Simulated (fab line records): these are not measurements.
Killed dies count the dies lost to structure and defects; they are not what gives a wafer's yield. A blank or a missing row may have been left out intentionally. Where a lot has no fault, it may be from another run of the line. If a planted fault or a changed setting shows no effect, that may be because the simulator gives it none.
fab line records	flow nand_harc
record: lots: 24	wafers: 72	last_day: 34
route steps=1302 shown P_GATE@209 P_CONTACT@217 P_M0@269
lots that met no fault: from a run of the same line without faults
start_h: the number of hours between the record's first day and the start of the first shown wafer of the lot	wait_h: how many hours have passed since the lot's step before this one	" repeats the value in the row above	L1.1+2: one row covering several wafers at once	- value missing, or start not given	* or withheld: withheld	< > ~ a bound
route shown NAME@n: NAME is a module with steps in the file, n the number in the route of the first one	usual: mean/standard deviation of fault-free wafers	same: alike in all rows	chamber/n: place in a boat	sites: the reading at each site	_std_site: how widely they spread, as a standard deviation	_edge_site: outer sites' mean less inner sites'	radius_mm: for every site, how far away it sits from the centre of the wafer	mask NAME#n: copy n	behind: tool/chamber where the wafer was last shaped	hold: why the lot was held/for how many hours/how that ended	device: the n, p or np transistor that did not switch	end of line: tests run on the same wafers once the route is complete	a step without rows: its recipe alone	killed: at the first sort, the dies lost to defects and structure; wafer yield is something else	map: a wafer's dies, x killed, . not, _ none there
set.NAME: the setting the step ran with; set.NAME@STEP: the setting that earlier step ran with	model.NAME: the simulator's own value behind a step, which no gauge read
steps of the route over a sample of lots; a table a step, a row a wafer
services: a tool's chamber out of use, with start hour (start_h, from the record's first day; less than 0 if before it), hours out, and reason
== steps ==
step: NHARC_P_GATE_DEGAS_109
recipe: temp_c: 300	time_s: 60
usual: heater_power_w: 454/43
lot.wafer	tool	chamber	start_h	wait_h	heater_power_w
L074.2	pvd_sputter-03	-	128.99	0.1	455
L074.4	"	-	"	"	447
L074.3	"	-	"	"	425
L075.3	pvd_sputter-02	-	129.16	0.1	438
L075.4	"	-	"	"	502
L075.1	"	-	"	"	372
L076.3	pvd_sputter-02	-	133.53	0.1	441
L076.2	"	-	"	"	521
L076.6	"	-	"	"	431
L077.2	pvd_sputter-03	-	138.95	0.1	424
L077.3	"	-	"	"	450
L077.6	"	-	"	"	463
L078.4	pvd_sputter-01	-	153.41	0.1	539
L078.1	"	-	"	"	426
L078.5	"	-	"	"	409
L079.1	pvd_sputter-02	-	172.37	0.1	512
L079.4	"	-	"	"	455
L079.6	"	-	"	"	445
L080.3	pvd_sputter-01	-	173.14	0.1	524
L080.4	"	-	"	"	417
L080.5	"	-	"	"	511
L081.3	pvd_sputter-03	-	190.71	0.1	457
L081.2	"	-	"	"	444
L081.6	"	-	"	"	473
L082.1	pvd_sputter-01	-	191.21	0.1	534
L082.5	"	-	"	"	495
L082.6	"	-	"	"	415
L083.3	pvd_sputter-03	-	203.43	0.1	440
L083.4	"	-	"	"	449
L083.6	"	-	"	"	429
L084.3	pvd_sputter-01	-	218.81	0.1	514
L084.4	"	-	"	"	424
L084.6	"	-	"	"	512
L085.3	pvd_sputter-03	-	225.81	0.1	445
L085.5	"	-	"	"	438
L085.6	"	-	"	"	453
L086.2	pvd_sputter-03	-	232.73	0.1	446
L086.4	"	-	"	"	463
L086.6	"	-	"	"	436
L089.4	pvd_sputter-01	-	256.78	0.1	517
L089.2	"	-	"	"	428
L089.3	"	-	"	"	549
L087.2	pvd_sputter-03	-	257.81	0.1	460
L087.6	"	-	"	"	469
L087.5	"	-	"	"	426
L088.3	pvd_sputter-03	-	258.75	0.1	448
L088.2	"	-	"	"	415
L088.5	"	-	"	"	459
L090.1	pvd_sputter-01	-	278.27	0.1	422
L090.3	"	-	"	"	438
L090.2	"	-	"	"	540
L091.4	pvd_sputter-01	-	281.56	0.1	419
L091.2	"	-	"	"	437
L091.5	"	-	"	"	547
L092.2	pvd_sputter-01	-	294.01	0.1	423
L092.4	"	-	"	"	519
L092.5	"	-	"	"	535
L093.2	pvd_sputter-02	-	304.32	0.1	516
L093.1	"	-	"	"	474
L093.4	"	-	"	"	396
L095.4	pvd_sputter-03	-	315.28	0.1	467
L095.2	"	-	"	"	413
L095.5	"	-	"	"	443
L094.1	pvd_sputter-02	-	315.80	0.1	503
L094.4	"	-	"	"	450
L094.2	"	-	"	"	391
L096.2	pvd_sputter-03	-	327.27	0.1	421
L096.4	"	-	"	"	437
L096.6	"	-	"	"	449
L097.2	pvd_sputter-02	-	341.46	0.1	383
L097.4	"	-	"	"	443
L097.6	"	-	"	"	382
step: NHARC_P_CONTACT_DEP_30
recipe: target_thk_a: 300	temp_c: 400	target_thk_nm: 30	flow_sccm: 200	rf_w: 450	material: SiNx
usual: heater_power_outer_w: 389/55	heater_power_w: 677/85
lot.wafer	tool	chamber	start_h	wait_h	heater_power_outer_w	heater_power_w
L074.3	pecvd-04	0	130.05	0.1	414	725
L074.2	"	1	"	"	333	596
L074.4	"	0	"	"	417	734
L075.1	pecvd-03	1	130.18	0.1	481	837
L075.3	"	0	"	"	457	699
L075.4	"	0	"	"	451	698
L076.3	pecvd-04	0	134.54	0.1	402	721
L076.2	"	1	"	"	355	625
L076.6	"	0	"	"	397	735
L077.2	pecvd-03	1	140.03	0.1	448	796
L077.3	"	2	"	"	455	747
L077.6	"	2	"	"	457	768
L078.1	pecvd-04	2	154.70	0.1	380	667
L078.4	"	0	"	"	426	763
L078.5	"	2	"	"	385	675
L079.1	pecvd-03	1	173.41	0.1	531	894
L079.4	"	1	"	"	521	907
L079.6	"	2	"	"	452	756
L080.3	pecvd-04	0	174.19	0.1	395	738
L080.4	"	2	"	"	385	669
L080.5	"	1	"	"	334	561
L081.3	pecvd-01	2	191.77	0.1	346	577
L081.2	"	0	"	"	373	688
L081.6	"	1	"	"	436	690
L082.1	pecvd-04	1	192.25	0.1	303	529
L082.6	"	0	"	"	370	680
L082.5	"	2	"	"	306	572
L083.3	pecvd-03	0	204.53	0.1	423	669
L083.6	"	1	"	"	486	802
L083.4	"	2	"	"	418	670
L084.3	pecvd-04	0	219.90	0.1	342	649
L084.4	"	2	"	"	363	647
L084.6	"	0	"	"	340	638
L085.3	pecvd-04	0	226.86	0.1	425	753
L085.5	"	0	"	"	419	746
L085.6	"	1	"	"	308	557
L086.2	pecvd-04	0	233.84	0.2	400	720
L086.4	"	1	"	"	308	543
L086.6	"	0	"	"	394	742
L089.2	pecvd-04	0	257.94	0.1	359	685
L089.3	"	1	"	"	325	587
L089.4	"	1	"	"	322	567
L087.2	pecvd-04	2	258.88	0.1	383	683
L087.5	"	2	"	"	385	657
L087.6	"	1	"	"	293	531
L088.2	pecvd-04	1	259.94	0.1	358	614
L088.3	"	2	"	"	399	674
L088.5	"	2	"	"	408	696
L090.3	pecvd-01	2	279.29	0.1	329	569
L090.2	"	0	"	"	383	751
L090.1	"	1	"	"	450	710
L091.2	pecvd-04	2	282.57	0.1	346	607
L091.5	"	0	"	"	440	801
L091.4	"	1	"	"	362	615
L092.2	pecvd-04	1	295.06	0.1	383	617
L092.4	"	0	"	"	394	743
L092.5	"	1	"	"	373	637
L093.2	pecvd-03	0	305.34	0.1	427	694
L093.1	"	1	"	"	476	823
L093.4	"	0	"	"	426	690
L095.2	pecvd-04	0	316.39	0.1	431	772
L095.4	"	1	"	"	429	706
L095.5	"	2	"	"	301	563
L094.1	pecvd-04	0	316.92	0.2	438	811
L094.2	"	1	"	"	326	559
L094.4	"	2	"	"	284	561
L096.2	pecvd-03	2	328.32	0.1	394	671
L096.4	"	1	"	"	492	879
L096.6	"	2	"	"	392	654
L097.2	pecvd-01	0	342.48	0.1	364	704
L097.6	"	0	"	"	376	697
L097.4	"	1	"	"	357	598
step: NHARC_P_CONTACT_ETCH_18
recipe: target_depth_a: 4810	time_s: 240.5	c4f8_flow_sccm: 20	o2_flow_sccm: 10	ar_flow_sccm: withheld	rf_w: 600	bias_w: 1500	chemistry: C4F8/O2/Ar
usual: oes_product_au: 0.964/0.016	rf_vpp_V: 980/6.1
lot.wafer	tool	chamber	start_h	wait_h	oes_product_au	rf_hours_counter_h	rf_vpp_V
L074.3	rie_diel-09	3	-	-	0.967	4.8	977
L074.4	"	0	"	"	0.988	5.1	979
L074.2	"	2	"	"	0.978	3.8	988
L075.1	rie_diel-10	1	-	-	0.966	4.5	976
L075.3	"	3	"	"	0.963	4.0	973
L075.4	"	0	"	"	0.976	-	985
L076.2	rie_diel-12	0	-	-	0.970	0.7	973
L076.3	"	1	"	"	0.976	0.9	983
L076.6	"	0	"	"	0.964	-	972
L077.3	rie_diel-12	1	-	-	0.965	1.3	984
L077.2	"	2	"	"	0.973	1.2	986
L077.6	"	1	"	"	0.967	-	984
L078.1	rie_diel-12	0	-	-	0.946	1.8	973
L078.4	"	1	"	"	0.967	2.0	984
L078.5	"	1	"	"	0.957	-	984
L079.4	rie_diel-09	1	-	-	0.965	0.6	987
L079.1	"	2	"	"	0.957	0.6	989
L079.6	"	0	"	"	0.981	-	979
L080.3	rie_diel-10	0	-	-	0.934	7.1	985
L080.5	"	2	"	"	0.945	-	971
L080.4	"	3	"	"	0.935	-	970
L081.3	rie_diel-12	0	-	-	0.949	3.0	974
L081.2	"	1	"	"	0.985	3.2	984
L081.6	"	3	"	"	0.967	-	974
L082.1	rie_diel-09	2	-	-	0.985	1.3	989
L082.5	"	0	"	"	0.956	-	978
L082.6	"	1	"	"	0.958	-	987
L083.3	rie_diel-09	0	-	-	0.928	1.9	980
L083.4	"	1	"	"	0.919	1.7	987
L083.6	"	3	"	"	0.939	-	976
L084.3	rie_diel-09	1	-	-	0.953	2.6	986
L084.6	"	2	"	"	0.949	-	990
L084.4	"	1	"	"	0.950	-	986
L085.3	rie_diel-09	1	-	-	0.925	3.2	985
L085.5	"	3	"	"	0.926	-	978
L085.6	"	1	"	"	0.930	-	987
L086.4	rie_diel-10	2	-	-	0.974	7.4	972
L086.2	"	3	"	"	0.977	9.5	971
L086.6	"	3	"	"	0.987	-	972
L089.2	rie_diel-10	2	-	-	0.978	0.3	973
L089.4	"	3	"	"	0.972	0.3	970
L089.3	"	0	"	"	0.986	0.5	983
L087.2	rie_diel-09	2	-	-	0.964	4.1	989
L087.5	"	1	"	"	0.963	-	987
L087.6	"	2	"	"	0.968	-	989
L088.2	rie_diel-12	3	-	-	0.960	3.5	973
L088.3	"	2	"	"	0.941	4.4	985
L088.5	"	0	"	"	0.977	-	970
L090.3	rie_diel-12	3	-	-	0.984	0.2	973
L090.1	"	0	"	"	0.978	0.3	973
L090.2	"	1	"	"	0.973	0.3	984
L091.4	rie_diel-09	1	-	-	0.977	5.0	986
L091.2	"	3	"	"	0.968	5.1	977
L091.5	"	1	"	"	0.977	-	987
L092.4	rie_diel-09	2	-	-	0.981	5.4	988
L092.2	"	0	"	"	0.983	3.2	979
L092.5	"	2	"	"	0.957	-	987
L093.1	rie_diel-09	0	-	-	0.973	3.6	981
L093.4	"	1	"	"	0.975	5.9	985
L093.2	"	3	"	"	0.970	6.1	977
L095.4	rie_diel-10	1	-	-	0.970	3.0	977
L095.2	"	2	"	"	0.990	2.9	970
L095.5	"	1	"	"	0.981	-	977
L094.2	rie_diel-12	1	-	-	0.953	1.1	985
L094.4	"	2	"	"	0.975	1.0	986
L094.1	"	0	"	"	0.956	1.1	972
L096.2	rie_diel-09	0	-	-	0.963	0.3	979
L096.6	"	0	"	"	0.965	-	977
L096.4	"	1	"	"	0.965	-	985
L097.4	rie_diel-09	3	-	-	0.965	0.3	977
L097.2	"	1	"	"	0.992	1.0	987
L097.6	"	3	"	"	0.959	-	976
step: NHARC_P_M0_CD_MEAS_16
usual: cd_nm: 89.9/0.59
lot.wafer	tool	chamber	start_h	wait_h	cd_nm
L074.2	cd_sem-01	-	136.25	-	90.1
L074.3	"	-	"	"	91.3
L074.4	"	-	"	"	90.0
L075.1	cd_sem-02	-	136.98	-	89.9
L075.3	"	-	"	"	89.6
L075.4	"	-	"	"	89.4
L076.2	cd_sem-03	-	140.73	-	90.2
L076.3	"	-	"	"	90.1
L076.6	"	-	"	"	89.5
L077.2	cd_sem-01	-	146.96	-	89.7
L077.3	"	-	"	"	90.9
L077.6	"	-	"	"	89.3
L078.1	cd_sem-01	-	160.92	-	90.4
L078.4	"	-	"	"	89.5
L078.5	"	-	"	"	90.6
L079.1	cd_sem-02	-	179.62	-	89.8
L079.4	"	-	"	"	90.2
L079.6	"	-	"	"	89.7
L080.3	cd_sem-02	-	180.55	-	90.1
L080.4	"	-	"	"	89.2
L080.5	"	-	"	"	89.4
L081.2	cd_sem-03	-	198.06	-	89.8
L081.3	"	-	"	"	89.9
L081.6	"	-	"	"	90.6
L082.1	cd_sem-01	-	198.47	-	90.0
L082.5	"	-	"	"	90.7
L082.6	"	-	"	"	90.6
L083.3	cd_sem-03	-	210.68	-	89.1
L083.4	"	-	"	"	89.7
L083.6	"	-	"	"	90.0
L084.3	cd_sem-01	-	225.99	-	88.9
L084.4	"	-	"	"	89.5
L084.6	"	-	"	"	89.7
L085.3	cd_sem-01	-	233.30	-	89.2
L085.5	"	-	"	"	88.9
L085.6	"	-	"	"	89.3
L086.2	cd_sem-02	-	240.01	-	90.7
L086.4	"	-	"	"	90.5
L086.6	"	-	"	"	90.4
L089.2	cd_sem-03	-	264.62	-	88.7
L089.3	"	-	"	"	88.1
L089.4	"	-	"	"	89.6
L087.2	cd_sem-03	-	265.28	-	90.6
L087.5	"	-	"	"	90.7
L087.6	"	-	"	"	89.6
L088.2	cd_sem-02	-	266.21	-	89.7
L088.3	"	-	"	"	90.2
L088.5	"	-	"	"	89.5
L090.1	cd_sem-01	-	285.54	-	90.3
L090.2	"	-	"	"	90.5
L090.3	"	-	"	"	90.3
L091.2	cd_sem-02	-	288.52	-	89.6
L091.4	"	-	"	"	89.7
L091.5	"	-	"	"	89.2
L092.2	cd_sem-01	-	301.21	-	90.1
L092.4	"	-	"	"	89.5
L092.5	"	-	"	"	89.6
L093.1	cd_sem-01	-	311.53	-	90.0
L093.2	"	-	"	"	90.6
L093.4	"	-	"	"	89.6
L095.2	cd_sem-01	-	322.45	-	89.3
L095.4	"	-	"	"	89.3
L095.5	"	-	"	"	88.4
L094.1	cd_sem-02	-	323.08	-	90.5
L094.2	"	-	"	"	90.2
L094.4	"	-	"	"	90.8
L096.2	cd_sem-01	-	334.51	-	90.4
L096.4	"	-	"	"	90.6
L096.6	"	-	"	"	89.5
L097.2	cd_sem-03	-	348.93	-	89.7
L097.4	"	-	"	"	90.3
L097.6	"	-	"	"	89.7
step: NHARC_P_M0_STRIP_18
recipe: power_w: 1000	n2_flow_sccm: 150	h2_flow_sccm: 150	ar_flow_sccm: 0	bias_w: 0	chemistry: N2/H2
usual: drypump_motor_current_A: 6.09/0.27	oes_product_au: 1.002/0.0078	rf_vpp_V: 90.5/1.1	showerhead_plenum_p_Torr: 2.00/0.13	throttle_valve_pct: 14.170/0.0085
lot.wafer	tool	chamber	start_h	wait_h	drypump_motor_current_A	oes_product_au	rf_hours_counter_h	rf_vpp_V	showerhead_plenum_p_Torr	throttle_valve_pct
L074.4	rie_diel-07	2	136.33	0.1	5.95	1.008	2	92.0	2.04	14.177
L074.3	"	3	"	"	6.12	0.996	2	91.0	2.20	14.193
L074.2	"	1	"	"	5.71	0.989	3	88.6	1.94	14.168
L075.1	rie_diel-02	3	137.05	0.1	5.59	1.003	19	89.1	1.90	14.183
L075.3	"	0	"	"	6.21	1.001	13	90.1	1.88	14.165
L075.4	"	2	"	"	6.37	0.997	20	92.0	2.15	14.177
L076.2	rie_diel-02	1	140.87	0.1	6.00	0.984	17	89.9	1.88	14.165
L076.3	"	2	"	"	6.40	1.002	20	92.0	2.15	14.157
L076.6	"	3	"	"	5.62	0.999	-	91.7	1.90	14.151
L077.2	rie_diel-07	2	147.08	0.1	5.91	1.007	6	90.7	2.04	14.176
L077.3	"	3	"	"	6.14	1.001	6	92.0	2.20	14.177
L077.6	"	1	"	"	5.73	0.997	-	90.5	1.94	14.170
L078.4	rie_diel-07	0	161.04	0.1	6.07	0.998	11	90.9	1.90	14.177
L078.1	"	1	"	"	5.73	1.004	11	90.2	1.94	14.185
L078.5	"	2	"	"	5.91	1.010	-	90.0	2.04	14.187
L079.1	rie_diel-13	0	179.69	0.1	6.45	1.007	2	90.6	1.96	14.155
L079.4	"	2	"	"	6.25	1.006	1	91.7	1.89	14.175
L079.6	"	1	"	"	6.42	1.005	-	90.7	2.15	14.156
L080.3	rie_diel-13	1	180.67	0.1	6.45	0.999	1	89.0	2.15	14.178
L080.4	"	2	"	"	6.25	1.001	1	91.0	1.89	14.174
L080.5	"	3	"	"	6.08	0.996	-	89.4	1.95	14.175
L081.3	rie_diel-02	3	198.16	0.1	5.59	1.008	26	90.8	1.90	14.154
L081.2	"	1	"	"	6.04	0.997	27	91.0	1.88	14.178
L081.6	"	3	"	"	5.63	1.004	-	91.0	1.90	14.173
L082.1	rie_diel-07	3	198.60	0.1	6.18	0.985	25	92.4	2.19	14.155
L082.6	"	1	"	"	5.72	1.004	-	89.5	1.94	14.178
L082.5	"	2	"	"	5.95	0.999	-	90.3	2.03	14.162
L083.4	rie_diel-02	1	210.75	0.1	6.04	1.001	28	89.7	1.88	14.162
L083.3	"	2	"	"	6.35	1.002	32	91.3	2.15	14.162
L083.6	"	1	"	"	6.02	0.987	-	89.6	1.88	14.171
L084.4	rie_diel-07	1	226.06	0.1	5.73	1.004	36	90.2	1.93	14.174
L084.3	"	2	"	"	5.95	1.005	32	92.0	2.03	14.170
L084.6	"	1	"	"	5.72	1.005	-	89.8	1.93	14.163
L085.3	rie_diel-13	1	233.37	0.1	6.40	1.013	19	89.0	2.15	14.178
L085.5	"	1	"	"	6.44	1.002	-	91.3	2.15	14.170
L085.6	"	2	"	"	6.25	0.994	-	90.2	1.89	14.168
L086.4	rie_diel-07	3	240.08	0.1	6.12	1.007	41	91.9	2.18	14.160
L086.2	"	1	"	"	5.71	1.012	41	90.1	1.93	14.171
L086.6	"	3	"	"	6.16	0.993	-	92.1	2.18	14.174
L089.2	rie_diel-02	0	264.69	0.1	6.27	1.007	8	90.7	1.87	14.172
L089.3	"	2	"	"	6.40	1.006	8	90.7	2.14	14.166
L089.4	"	3	"	"	5.61	1.006	7	89.3	1.90	14.167
L087.2	rie_diel-02	2	265.43	0.1	6.40	1.002	8	91.4	2.14	14.168
L087.5	"	3	"	"	5.60	1.010	-	88.9	1.90	14.160
L087.6	"	0	"	"	6.25	1.002	-	89.7	1.87	14.175
L088.3	rie_diel-02	0	266.33	0.1	6.20	1.000	8	88.2	1.87	14.164
L088.2	"	1	"	"	6.05	1.005	7	91.5	2.22	14.156
L088.5	"	2	"	"	6.38	1.004	-	91.2	2.14	14.167
L090.3	rie_diel-13	0	285.62	0.1	6.47	1.009	41	90.3	1.95	14.183
L090.2	"	1	"	"	6.42	1.001	36	93.4	2.14	14.170
L090.1	"	3	"	"	6.06	0.988	41	91.5	1.94	14.172
L091.2	rie_diel-02	3	288.64	0.1	5.63	1.022	9	89.2	1.90	14.173
L091.4	"	0	"	"	6.23	0.999	11	90.4	1.87	14.176
L091.5	"	2	"	"	6.40	1.010	-	92.2	2.14	14.185
L092.4	rie_diel-02	2	301.28	0.1	6.34	1.008	13	92.2	2.14	14.160
L092.2	"	0	"	"	6.23	1.007	13	89.3	1.87	14.173
L092.5	"	3	"	"	5.60	1.017	-	89.9	1.90	14.166
L093.1	rie_diel-13	3	311.61	0.1	6.07	1.001	51	89.4	1.93	14.173
L093.2	"	0	"	"	6.46	1.005	50	91.0	1.94	14.172
L093.4	"	1	"	"	6.40	1.014	45	90.2	2.14	14.166
L095.4	rie_diel-02	0	322.58	0.1	6.18	0.993	16	90.2	1.87	14.162
L095.2	"	1	"	"	6.04	0.993	14	90.2	2.21	14.165
L095.5	"	2	"	"	6.39	1.001	-	91.1	2.14	14.151
L094.1	rie_diel-02	3	323.16	0.1	5.59	1.018	15	88.5	1.89	14.169
L094.4	"	0	"	"	6.22	0.999	16	90.1	1.87	14.168
L094.2	"	2	"	"	6.39	0.998	16	92.2	2.14	14.166
L096.4	rie_diel-02	0	334.58	0.1	6.18	0.992	16	89.4	1.87	14.157
L096.2	"	3	"	"	5.60	1.007	15	89.4	1.89	14.147
L096.6	"	1	"	"	5.99	0.988	-	92.3	2.21	14.172
L097.4	rie_diel-02	0	349.00	0.1	6.25	0.992	20	89.5	1.87	14.173
L097.2	"	3	"	"	5.60	1.009	20	89.7	1.89	14.173
L097.6	"	1	"	"	6.03	0.996	-	91.4	2.21	14.167
step: NHARC_P_M0_THK_MEAS_24
recipe: thk_meas_gauge: xrf
usual: thk_nm: 117.5/1.4
lot.wafer	tool	chamber	start_h	wait_h	thk_nm
L074.2	film_metro-01	-	138.26	-	118.7
L074.3	"	-	"	"	116.3
L074.4	"	-	"	"	118.5
L075.1	film_metro-01	-	139.01	-	116.7
L075.3	"	-	"	"	117.5
L075.4	"	-	"	"	115.8
L076.2	film_metro-01	-	142.76	-	117.1
L076.3	"	-	"	"	118.8
L076.6	"	-	"	"	118.8
L077.2	film_metro-01	-	148.97	-	117.2
L077.3	"	-	"	"	118.2
L077.6	"	-	"	"	116.0
L078.1	film_metro-02	-	163.21	-	117.1
L078.4	"	-	"	"	118.8
L078.5	"	-	"	"	117.7
L079.1	film_metro-02	-	181.65	-	116.2
L079.4	"	-	"	"	117.1
L079.6	"	-	"	"	117.0
L080.3	film_metro-01	-	182.57	-	117.7
L080.4	"	-	"	"	117.3
L080.5	"	-	"	"	118.1
L081.2	film_metro-02	-	200.08	-	115.7
L081.3	"	-	"	"	118.5
L081.6	"	-	"	"	115.3
L082.1	film_metro-02	-	200.52	-	118.1
L082.5	"	-	"	"	117.7
L082.6	"	-	"	"	116.6
L083.3	film_metro-02	-	212.68	-	116.3
L083.4	"	-	"	"	117.9
L083.6	"	-	"	"	118.9
L084.3	film_metro-02	-	227.99	-	117.6
L084.4	"	-	"	"	114.5
L084.6	"	-	"	"	114.3
L085.3	film_metro-02	-	235.31	-	118.1
L085.5	"	-	"	"	119.1
L085.6	"	-	"	"	117.5
L086.2	film_metro-01	-	242.03	-	117.3
L086.4	"	-	"	"	117.7
L086.6	"	-	"	"	117.1
L089.2	film_metro-02	-	266.64	-	115.1
L089.3	"	-	"	"	118.1
L089.4	"	-	"	"	118.0
L087.2	film_metro-02	-	267.31	-	117.4
L087.5	"	-	"	"	120.0
L087.6	"	-	"	"	118.1
L088.2	film_metro-01	-	268.35	-	117.7
L088.3	"	-	"	"	117.3
L088.5	"	-	"	"	118.8
L090.1	film_metro-01	-	287.59	-	118.7
L090.2	"	-	"	"	118.3
L090.3	"	-	"	"	118.4
L091.2	film_metro-01	-	290.56	-	117.4
L091.4	"	-	"	"	119.4
L091.5	"	-	"	"	118.7
L092.2	film_metro-01	-	303.26	-	118.6
L092.4	"	-	"	"	115.5
L092.5	"	-	"	"	114.0
L093.1	film_metro-01	-	313.54	-	116.5
L093.2	"	-	"	"	120.6
L093.4	"	-	"	"	117.5
L095.2	film_metro-02	-	324.47	-	119.5
L095.4	"	-	"	"	117.6
L095.5	"	-	"	"	119.2
L094.1	film_metro-01	-	325.13	-	118.4
L094.2	"	-	"	"	116.9
L094.4	"	-	"	"	118.6
L096.2	film_metro-02	-	336.55	-	116.4
L096.4	"	-	"	"	115.1
L096.6	"	-	"	"	116.1
L097.2	film_metro-02	-	351.22	-	118.7
L097.4	"	-	"	"	118.1
L097.6	"	-	"	"	117.0
== services ==
tool	chamber	start_h	hours	kind
rie_diel-12	2	110.66	7.4	repair
rie_diel-02	0	115.02	12.5	repair
pvd_sputter-03	-	119.39	3.3	repair
rie_diel-02	-	127.93	1.4	repair
rie_diel-12	3	138.88	10.1	repair
rie_diel-09	-	143.10	9.0	pm
rie_diel-12	-	161.15	1.8	repair
rie_diel-02	3	164.21	27.4	repair
pvd_sputter-03	-	170.04	10.0	pm
rie_diel-12	0	196.71	1.3	repair
rie_diel-02	-	216.70	9.0	pm
rie_diel-09	0	217.26	57.8	repair
pvd_sputter-01	-	226.00	10.0	pm
rie_diel-02	1	227.94	5.0	repair
rie_diel-12	2	248.77	4.9	repair
rie_diel-12	-	268.40	9.0	pm
pecvd-04	-	269.21	13.0	pm
rie_diel-09	2	271.92	3.1	repair
rie_diel-02	1	272.59	8.2	repair
rie_diel-09	3	285.98	3.9	repair
pvd_sputter-03	-	297.02	1.9	repair
rie_diel-09	-	320.10	9.0	pm
pecvd-04	-	344.28	4.8	repair
pvd_sputter-03	-	348.04	10.0	pm
== key ==
fault none
